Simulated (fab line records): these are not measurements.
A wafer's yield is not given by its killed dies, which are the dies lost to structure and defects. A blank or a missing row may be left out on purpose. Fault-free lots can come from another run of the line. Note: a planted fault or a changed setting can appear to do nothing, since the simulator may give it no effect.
fab line records | flow nand-harc
record lots=12 wafers=36 last-day=24
route steps=1159 shown P_ZERO_WELL@41 P_STI@84 P_GATE@131
lots with no fault: from the same line, run without faults
start-h: start of the lot's first displayed wafer, in hours after the record's first day | wait-h: hours since the lot's step before | " unchanged from the row above | L1.1+2: one row covering several wafers at once | - value missing, or start not given | * or withheld: withheld | < > ~ a bound
route shown NAME@n: NAME is a module with steps in the file, n the number in the route of the first one | usual: mean and standard deviation over wafers with no fault | same: alike in all rows | chamber/n: place in a boat | sites: each site's reading | _std_site: their standard deviation | _edge_site: the outer-site mean with the inner-site mean subtracted | radius-mm: how far each site lies from the wafer's centre | mask NAME#n: copy n | behind: the tool/chamber that last shaped the wafer | hold: cause of the lot's hold/its duration in hours/its outcome | device: which transistor (n, p or np) failed to switch | end of line: the route-end tests of the same wafers | step lacking rows: just its recipe | killed: dies that structure and defects cost at the first sort, which is not the same as the wafer's yield | map: a wafer's dies, x killed, . not, _ none there
set.NAME: the setting the step ran with; set.NAME@STEP: the setting that earlier step ran with | model.NAME: the simulator's own value behind a step, which no gauge read
the route's steps for a sample of lots (tables are steps, rows are wafers)
services: from which hour (start-h, from the record's first day; less than 0 if before it) a tool's chamber was out of use, for how many hours, and why
## steps
# step NHARC_P_ZERO_WELL_EXPOSE_34
# recipe na=0.6 target-cd-nm=720 dose-mj=22.31 mask-id=P_PWELL
# usual exposure-dose-mJ-cm2=22.307/0.022
# columns lot.wafer tool chamber start-h wait-h mask exposure-dose-mJ-cm2
L725.1 krf-scanner-03 0 22.08 - P_PWELL#0 22.298
L725.2 " 0 " " P_PWELL#0 22.342
L725.4 " 0 " " P_PWELL#0 22.310
L727.3 krf-scanner-01 0 33.95 - P_PWELL#0 22.336
L727.4 " 0 " " P_PWELL#0 22.294
L727.6 " 0 " " P_PWELL#0 22.273
L729.2 krf-scanner-03 0 45.76 - P_PWELL#0 22.317
L729.4 " 0 " " P_PWELL#0 22.340
L729.6 " 0 " " P_PWELL#0 22.324
L730.1 krf-scanner-01 0 52.11 - P_PWELL#0 22.295
L730.4 " 0 " " P_PWELL#0 22.311
L730.6 " 0 " " P_PWELL#0 22.325
L731.1 krf-scanner-01 0 57.93 - P_PWELL#0 22.334
L731.4 " 0 " " P_PWELL#0 22.331
L731.5 " 0 " " P_PWELL#0 22.299
L732.1 krf-scanner-01 0 63.93 - P_PWELL#0 22.282
L732.4 " 0 " " P_PWELL#0 22.313
L732.5 " 0 " " P_PWELL#0 22.261
L736.1 krf-scanner-03 0 87.80 - P_PWELL#0 22.314
L736.2 " 0 " " P_PWELL#0 22.339
L736.3 " 0 " " P_PWELL#0 22.281
L739.2 krf-scanner-02 0 106.10 - P_PWELL#0 22.329
L739.3 " 0 " " P_PWELL#0 22.275
L739.6 " 0 " " P_PWELL#0 22.277
L740.1 krf-scanner-03 0 112.18 - P_PWELL#0 19.972
L740.2 " 0 " " P_PWELL#0 19.965
L740.5 " 0 " " P_PWELL#0 19.946
L741.2 krf-scanner-03 0 118.27 - P_PWELL#0 20.035
L741.4 " 0 " " P_PWELL#0 20.006
L741.6 " 0 " " P_PWELL#0 20.026
L746.4 krf-scanner-01 0 147.98 - P_PWELL#0 22.278
L746.5 " 0 " " P_PWELL#0 22.286
L746.6 " 0 " " P_PWELL#0 22.284
L747.1 krf-scanner-01 0 153.84 - P_PWELL#0 22.312
L747.4 " 0 " " P_PWELL#0 22.318
L747.6 " 0 " " P_PWELL#0 22.331
# step NHARC_P_ZERO_WELL_CD_MEAS_37
# recipe target-cd-nm=720 landing-energy-ev=500
# usual cd-nm=718.9/2.2
# columns lot.wafer tool chamber start-h wait-h cd-nm
L725.1 cd-sem-01 0 22.23 - 720.0
L725.2 " 0 " " 719.4
L725.4 " 0 " " 719.4
L727.3 cd-sem-01 0 34.10 - 719.1
L727.4 " 0 " " 719.0
L727.6 " 0 " " 720.1
L729.2 cd-sem-02 0 45.91 - 722.3
L729.4 " 0 " " 716.3
L729.6 " 0 " " 719.2
L730.1 cd-sem-03 0 52.27 - 719.1
L730.4 " 0 " " 717.9
L730.6 " 0 " " 720.8
L731.1 cd-sem-03 0 58.09 - 718.7
L731.4 " 0 " " 719.1
L731.5 " 0 " " 720.4
L732.1 cd-sem-03 0 64.08 - 719.0
L732.4 " 0 " " 715.9
L732.5 " 0 " " 716.9
L736.1 cd-sem-02 0 87.96 - 717.3
L736.2 " 0 " " 718.2
L736.3 " 0 " " 719.7
L739.2 cd-sem-03 0 106.25 - 721.8
L739.3 " 0 " " 719.6
L739.6 " 0 " " 721.7
L740.1 cd-sem-02 0 112.34 - 697.5
L740.2 " 0 " " 698.9
L740.5 " 0 " " 701.7
L741.2 cd-sem-03 0 118.42 - 700.3
L741.4 " 0 " " 704.2
L741.6 " 0 " " 702.5
L746.4 cd-sem-03 0 148.13 - 722.8
L746.5 " 0 " " 718.7
L746.6 " 0 " " 715.4
L747.1 cd-sem-03 0 154.00 - 719.8
L747.4 " 0 " " 720.4
L747.6 " 0 " " 723.5
# step NHARC_P_STI_OVL_MEAS_10
# usual overlay-x-nm=0/5.2 overlay-y-nm=-1/4.6
# columns lot.wafer tool chamber start-h wait-h overlay-x-nm overlay-y-nm
L725.1 overlay-02 - 37.66 - -6 0
L725.2 " - " " -5 0
L725.4 " - " " -5 0
L727.3 overlay-02 - 50.32 - -9 1
L727.4 " - " " -8 2
L727.6 " - " " -8 1
L729.2 overlay-02 - 61.50 - 4 1
L729.4 " - " " 5 0
L729.6 " - " " 5 1
L730.1 overlay-01 - 71.07 - -3 -4
L730.4 " - " " -3 -3
L730.6 " - " " -3 -4
L731.1 overlay-02 - 77.40 - -6 -1
L731.4 " - " " -6 -1
L731.5 " - " " -6 0
L732.1 overlay-02 - 83.03 - -11 -3
L732.4 " - " " -11 -3
L732.5 " - " " -11 -3
L736.1 overlay-01 - 108.70 - -6 3
L736.2 " - " " -4 3
L736.3 " - " " -4 4
L739.2 overlay-02 - 126.60 - 3 1
L739.3 " - " " 3 1
L739.6 " - " " 2 2
L740.1 overlay-01 - 131.34 - -2 -9
L740.2 " - " " -2 -9
L740.5 " - " " -1 -9
L741.2 overlay-02 - 139.71 - -4 3
L741.4 " - " " -4 2
L741.6 " - " " -4 3
L746.4 overlay-02 - 169.77 - 6 1
L746.5 " - " " 6 0
L746.6 " - " " 6 1
L747.1 overlay-01 - 169.94 - -2 0
L747.4 " - " " -1 0
L747.6 " - " " -1 0
# step NHARC_P_STI_ETCH_15
# recipe target-depth-a=3000 taper-deg=4 time-s=100.1 hbr-flow-sccm=150 cl2-flow-sccm=50 rf-w=400 icp-w=400 bias-w=100 chemistry=HBr/Cl2
# usual drypump-motor-current-A=5.6/0.45 oes-product-au=0.996/0.017 throttle-valve-pct=26.405/0.0089
# columns lot.wafer tool chamber start-h wait-h drypump-motor-current-A oes-product-au rf-hours-counter-h throttle-valve-pct
L725.2 rie-si-03 1 38.11 - 5.7 1.005 0.4 26.399
L725.4 " 2 " " 5.1 0.998 0.2 26.410
L725.1 " 0 " " 5.8 1.015 0.6 26.415
L727.4 rie-si-06 2 50.76 - 5.2 0.996 0.2 26.401
L727.3 " 3 " " 5.7 0.965 0.2 26.411
L727.6 " 3 " " 5.7 0.966 - 26.401
L729.2 rie-si-03 1 62.00 - 5.6 0.990 0.6 26.416
L729.4 " 2 " " 5.1 0.982 0.4 26.408
L729.6 " 0 " " 5.8 1.030 - 26.402
L730.1 rie-si-05 3 71.53 - 5.6 0.975 0.0 26.395
L730.4 " 0 " " 5.5 0.992 0.0 26.393
L730.6 " 2 " " 5.2 1.011 - 26.407
L731.4 rie-si-05 2 77.86 - 5.2 1.022 0.1 26.395
L731.1 " 3 " " 5.6 0.987 0.1 26.404
L731.5 " 2 " " 5.2 1.024 - 26.404
L732.1 rie-si-05 1 83.48 - 5.9 1.003 0.1 26.410
L732.4 " 3 " " 5.6 1.006 0.1 26.409
L732.5 " 1 " " 5.9 1.012 - 26.406
L736.3 rie-si-06 2 109.16 - 5.1 1.011 0.6 26.411
L736.2 " 3 " " 5.7 0.963 0.6 26.404
L736.1 " 0 " " 5.2 0.990 0.6 26.396
L739.2 rie-si-06 0 127.05 - 5.2 0.985 0.8 26.407
L739.3 " 1 " " 6.5 0.981 0.7 26.396
L739.6 " 1 " " 6.5 0.972 - 26.410
L740.2 rie-si-06 3 131.80 - 5.7 0.979 0.9 26.409
L740.1 " 1 " " 6.5 0.980 0.8 26.399
L740.5 " 3 " " 5.7 0.981 - 26.405
L741.2 rie-si-06 1 140.16 - 6.5 0.974 0.9 26.397
L741.4 " 0 " " 5.2 1.003 0.9 26.414
L741.6 " 1 " " 6.5 0.982 - 26.414
L746.4 rie-si-06 1 170.24 - 6.6 0.968 1.1 26.395
L746.6 " 1 " " 6.5 0.984 - 26.402
L746.5 " 2 " " 5.1 0.990 - 26.415
L747.4 rie-si-05 2 170.42 - 5.1 1.008 0.9 26.414
L747.1 " 3 " " 5.6 0.998 0.8 26.385
L747.6 " 2 " " 5.2 1.007 - 26.403
# step NHARC_P_GATE_HM_DEP_102
# recipe target-thk-a=1200 temp-c=400 material=aC
# usual throttle-valve-pct=35.000/0.01
# columns lot.wafer tool chamber start-h wait-h throttle-valve-pct
L725.1 acl-dep-02 0 86.85 2.1 35.009
L725.2 " 0 " " 35.006
L725.4 " 0 " " 34.992
L727.3 acl-dep-02 0 99.33 0.6 35.003
L727.4 " 0 " " 35.010
L727.6 " 0 " " 34.996
L729.2 acl-dep-03 0 114.46 2.2 35.011
L729.4 " 0 " " 34.990
L729.6 " 0 " " 35.017
L730.1 acl-dep-02 0 127.52 0.4 35.003
L730.4 " 0 " " 34.994
L730.6 " 0 " " 34.998
L731.1 acl-dep-03 0 127.95 0.8 35.000
L731.4 " 0 " " 35.001
L731.5 " 0 " " 34.993
L732.1 acl-dep-03 0 139.30 0.4 35.001
L732.4 " 0 " " 34.998
L732.5 " 0 " " 35.007
L736.1 acl-dep-01 0 167.53 2.1 35.003
L736.2 " 0 " " 34.993
L736.3 " 0 " " 35.015
L739.2 acl-dep-03 0 178.03 3.5 34.995
L739.3 " 0 " " 34.998
L739.6 " 0 " " 34.978
L740.1 acl-dep-01 0 182.89 3.7 34.984
L740.2 " 0 " " 34.988
L740.5 " 0 " " 34.995
L741.2 acl-dep-01 0 189.15 2.3 35.008
L741.4 " 0 " " 35.003
L741.6 " 0 " " 35.003
L746.4 acl-dep-03 0 216.56 0.7 34.993
L746.5 " 0 " " 34.993
L746.6 " 0 " " 35.001
L747.1 acl-dep-02 0 220.34 0.8 35.024
L747.4 " 0 " " 35.002
L747.6 " 0 " " 34.983
## services
# columns tool chamber start-h hours kind
rie-si-06 - 0.92 0.4 repair
krf-scanner-01 - 5.94 0.5 repair
rie-si-06 - 6.00 9.0 pm
rie-si-03 2 8.88 11.7 repair
krf-scanner-03 - 18.49 0.5 repair
krf-scanner-02 - 22.09 3.6 repair
krf-scanner-02 - 38.00 4.0 pm
acl-dep-03 - 42.96 13.0 pm
krf-scanner-03 - 48.41 4.4 repair
krf-scanner-02 - 57.51 1.1 repair
krf-scanner-03 - 57.52 4.7 repair
rie-si-05 2 59.66 10.8 repair
rie-si-05 - 62.00 9.0 pm
krf-scanner-03 - 75.17 2.6 repair
krf-scanner-01 - 84.00 4.0 pm
krf-scanner-02 - 88.08 4.1 repair
acl-dep-01 - 112.81 13.0 pm
krf-scanner-01 - 122.79 0.4 repair
rie-si-06 3 142.97 2.9 repair
rie-si-03 - 155.00 9.0 pm
acl-dep-02 - 167.96 13.0 pm
krf-scanner-03 - 168.00 4.0 pm
acl-dep-03 - 174.12 1.9 repair
rie-si-06 - 183.00 9.0 pm
## key
first-sign step=NHARC_P_ZERO_WELL_EXPOSE_34 reading=exposure-dose-mJ-cm2 direction=down sigmas=99+ usual=22.307 struck=19.992
effect step=NHARC_P_ZERO_WELL_CD_MEAS_37 reading=cd-nm direction=down sigmas=8.3 usual=718.9 struck=700.8
met-at NHARC_P_ZERO_WELL_EXPOSE_34
struck-lots L740,L741
tester-left-out L740,L741
not-acting-at NHARC_P_STI_OVL_MEAS_10,NHARC_P_STI_ETCH_15,NHARC_P_GATE_HM_DEP_102
onset-between 87.80 112.18
fault kind=process-parameter-drift tool=krf-scanner-03 chamber=- onset-h=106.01 steps=NHARC_P_ZERO_WELL_EXPOSE_34 channel=dose-mj offset=-2.3091 shape=step acts-in=these-recipes-only stated=22.31
# tester-left-out: of these lots the tester's yield and bins aren't shown, on N5 and GAA mostly nor the transistor test; their killed dies are dies lost to structure and defects alone, not to doping, threshold or leakage, so they don't give the yield
